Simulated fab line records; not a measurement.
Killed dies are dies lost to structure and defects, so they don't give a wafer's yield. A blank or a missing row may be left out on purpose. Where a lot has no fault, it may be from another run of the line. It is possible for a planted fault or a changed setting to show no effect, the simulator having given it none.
Chamber matching / flow nand_harc / 3 sister chambers for NHARC_P_M0_PRE_CLEAN_31 on pecvd-01
The step time 12 s. 6 wafers are shown with their chamber, then 7 later ones without.

## WAFERS, EACH WITH ITS CHAMBER
wafer=L764.2; chamber=2; heater_power_w (W)=524
wafer=L766.2; chamber=1; heater_power_w (W)=680
wafer=L766.4; chamber=0; heater_power_w (W)=595
wafer=L766.6; chamber=1; heater_power_w (W)=662
wafer=L768.4; chamber=2; heater_power_w (W)=510
wafer=L768.5; chamber=0; heater_power_w (W)=645

## WAFERS WHOSE CHAMBER IS MISSING
wafer=L768.6; heater_power_w (W)=560
wafer=L769.3; heater_power_w (W)=556
wafer=L769.4; heater_power_w (W)=483
wafer=L769.6; heater_power_w (W)=563
wafer=L777.1; heater_power_w (W)=698
wafer=L777.2; heater_power_w (W)=652
wafer=L777.5; heater_power_w (W)=596

## WHICH CHAMBER EACH ONE RAN IN
wafer=L768.6; from the rows above=can't be placed: 2 or 0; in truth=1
wafer=L769.3; from the rows above=can't be placed: 2 or 0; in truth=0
wafer=L769.4; from the rows above=2; in truth=2
wafer=L769.6; from the rows above=can't be placed: 2 or 0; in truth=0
wafer=L777.1; from the rows above=1; in truth=1
wafer=L777.2; from the rows above=can't be placed: 1 or 0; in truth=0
wafer=L777.5; from the rows above=0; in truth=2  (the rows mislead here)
Correctly placed: 2 of 7. Not placeable from these rows: 4 (in 3, the candidates include the true chamber). Placed wrongly: 1.
How it was worked out, from the rows above alone: a wafer's distance from a chamber is the root of the sum, over the readings, of the square of ((its reading less the chamber's mean) divided by the reading's scatter). If the next closest chamber is less than 2 further off than the closest, the wafer can't be placed; otherwise it belongs to the closest. The mean given for a chamber averages the wafers shown for that chamber. The scatter: take each reading less its chamber's mean, square it, sum over the shown wafers, divide by the number of wafers less the number of chambers, and take the root.
